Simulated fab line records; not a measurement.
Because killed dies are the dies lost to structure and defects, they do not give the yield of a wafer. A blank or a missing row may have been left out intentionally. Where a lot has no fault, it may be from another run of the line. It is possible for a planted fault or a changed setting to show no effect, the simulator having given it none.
Struck lot and sound lot, side by side || flow nand harc || 13 steps out of a route of 1302
Sound: the wafers L665.1, L665.4, L665.5. Wafers L677.1, L677.3, L677.4 were the ones struck. The cause is given at the end.
For every step that has rows: the tool of each side, followed by ch and its chambers, followed by its first start. Under that, the readings that differ: sound wafers || struck wafers || difference of the means || sigmas: that difference in standard deviations of wafers without a fault.
alike: same words and numbers on both sides, and readings whose means sit less than 2 such deviations apart. not compared: any withheld reading, any reading some wafer has no value for, any bound like >300 that may hide the same value, and any number with overlapping values for which the record gives no deviation.
The two part at a step that has a row with sigmas, a row that says differs or no value, or rows on one side only. Non-overlapping numbers with no deviation appear without sigmas and do not part them. A reading that every wafer of one side lacks parts them only if that side has two wafers or more.

NHARC_A_DECK1_JOINT_ETCHBACK_00: etches the open film in HBr, target depth 30 nm, time 17.4 s.
  sound on rie si-06 ch 0,1, day 13 15:56; struck on rie si-05 ch 0,1,3, day 18 13:48
  alike: drypump motor current A, oes product au, rf fwd power W, throttle valve pct
  not compared: rf hours counter h
then, 8 steps without rows for these wafers: NHARC_A_DECK1_JOINT_PRECLEAN_30 (cleans in SC1); NHARC_A_DECK1_JOINT_SRD_31; NHARC_A_DECK1_JOINT_CVD_34 (deposits SiNx, target thk 20 nm); NHARC_A_DECK1_JOINT_DEP_06 (deposits SiOx, target thk 80 nm); NHARC_A_DECK1_JOINT_CURE_26 (time 32 s); NHARC_A_DECK1_JOINT_ANNEAL_27 (time 3600 s); NHARC_A_DECK1_JOINT_ANNEAL_28 (time 1800 s); NHARC_A_DECK1_JOINT_ANNEAL_29 (time 1800 s).
NHARC_A_DECK1_JOINT_CMP_02: polishes SiOx.
  sound on cmp-01 ch 0,1, day 14 19:59; struck on cmp-01 ch 0,2,3, day 19 12:02
  alike: motor current A, retaining ring pressure frac
after that, 1 step had no rows for these wafers: NHARC_A_DECK1_JOINT_SRD_15.
NHARC_A_DECK1_JOINT_DEP_16: deposits SiO2, target thk 45 nm.
  sound on pecvd-01 ch 0,1,2, day 14 20:28; struck on pecvd-01 ch 1,2, day 19 12:38
{"reading": "rf fwd power W (W)", "sound": "900 895 898", "struck": "786 788 794", "difference": -108, "sigmas": -35}
  alike: heater power w, throttle valve pct
  not compared: since wet clean h
NHARC_A_DECK1_JOINT_THK_MEAS_17: measures by ellipsometry.
  sound on film metro-01 at day 14 20:41; struck on film metro-02 at day 19 13:01
  alike: thk nm

WHERE THEY PART
Within this record, at NHARC_A_DECK1_JOINT_DEP_16 only. Later steps at which nothing parts them and some readings are alike: NHARC_A_DECK1_JOINT_THK_MEAS_17.

WHY: what had been put in by the simulator
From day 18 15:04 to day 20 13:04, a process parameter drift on pecvd-01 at NHARC_A_DECK1_JOINT_DEP_16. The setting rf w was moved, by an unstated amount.
